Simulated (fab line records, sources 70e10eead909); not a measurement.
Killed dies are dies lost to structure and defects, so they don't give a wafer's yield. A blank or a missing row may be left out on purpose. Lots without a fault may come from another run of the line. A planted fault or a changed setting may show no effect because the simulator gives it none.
Problem report in the 8D (eight disciplines) form, filled by code | flow nand_harc | the parts of the form that need people (team, actions taken, sign-off) are left out

1. THE PROBLEM
cd_nm at NHARC_P_GATE_CD_MEAS_26 reads a mean of 112.1 nm on 6 wafers of 2 lots; wafers without a fault read 120.1 nm with a standard deviation of 0.74. That is -11 standard deviations from the usual mean.
The step: target cd 120 nm.
First seen on wafer L852.2, day 8 13:33, on cd_sem-02. The record holds 42 wafers of 14 lots with a number at this step. Rule for "out", or "out of limits": more than 4 standard deviations from the usual mean. The other wafers with a number count as sound.

2. WHAT IT IS AND WHAT IT IS NOT
question                    | is                     | is not
which readings at this step | cd_nm                  | -
which lots                  | L852, L853             | L838, L839, L840, L841, L842, L843, L844, L845, L846, L848, L857, L861
which wafers of those lots  | all that have a number | -
read on which gauges        | cd_sem-02              | cd_sem-01, cd_sem-03
when                        | from day 8 13:33       | up to then (30 sound wafers); but 6 sound wafers of L857, L861 came after

3. SUSPECTS, AND WHAT RULES EACH OUT
Counting: a tool at a process step up to the reading stays a suspect if it ran every lot that is out and no sound lot after the first of them.
- the gauge at NHARC_P_GATE_CD_MEAS_26: kept. All the wafers that are out were read on cd_sem-02, and no step on other tools shows them out.
- arfi_scanner-03 at NHARC_P_GATE_EXPOSE_23 (exposes mask P GATE, target cd 120 nm): kept. It ran every lot that is out, first L852 (day 8 13:25), and no sound lot after that; its last sound lot up to then is L843 (day 5 16:02).
Left after counting: arfi_scanner-03 at NHARC_P_GATE_EXPOSE_23, cd_sem-02 at NHARC_P_GATE_CD_MEAS_26.

4. THE CAUSE (what the simulator had put in)
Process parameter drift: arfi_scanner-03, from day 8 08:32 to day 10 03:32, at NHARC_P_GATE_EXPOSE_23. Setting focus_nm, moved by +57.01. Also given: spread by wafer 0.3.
Counting left 2 suspects, and this tool is among them.

5. THE CHAIN OF EFFECTS, in route order
Each row: a reading whose mean over the struck wafers that have a number lies more than 3 standard deviations from the usual. Only readings for which the record gives a usual standard deviation are gone through. hours: the time from each lot's start at the first step in this table that gives one to its start at this step, as a median over the lots. sigmas: the change in usual standard deviations.
hours | step                    | reading             | usual    | on struck wafers | change | sigmas
0     | NHARC_P_GATE_CD_MEAS_26 | cd_nm               | 120.1 nm | 112.1            | -8.0   | -11
371   | NHARC_END_SORT_01       | killed_at_periphery | 2.9      | 11.0             | +8.1   | +4.0
Later measuring or inspecting steps at which every struck wafer that the step has a row for has a number for every such reading, and none has moved that far: NHARC_P_GATE_INSPECT_28.

6. WHAT WOULD HAVE CAUGHT IT SOONER
In this record the first reading out of limits at a measuring or inspecting step was taken at day 8 13:33, 5 hours after the fault began at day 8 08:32.
Of the lots that are out (2), L853 began NHARC_P_GATE_EXPOSE_23 on arfi_scanner-03 after day 8 13:33. A hold on the tool at that time would have spared it.
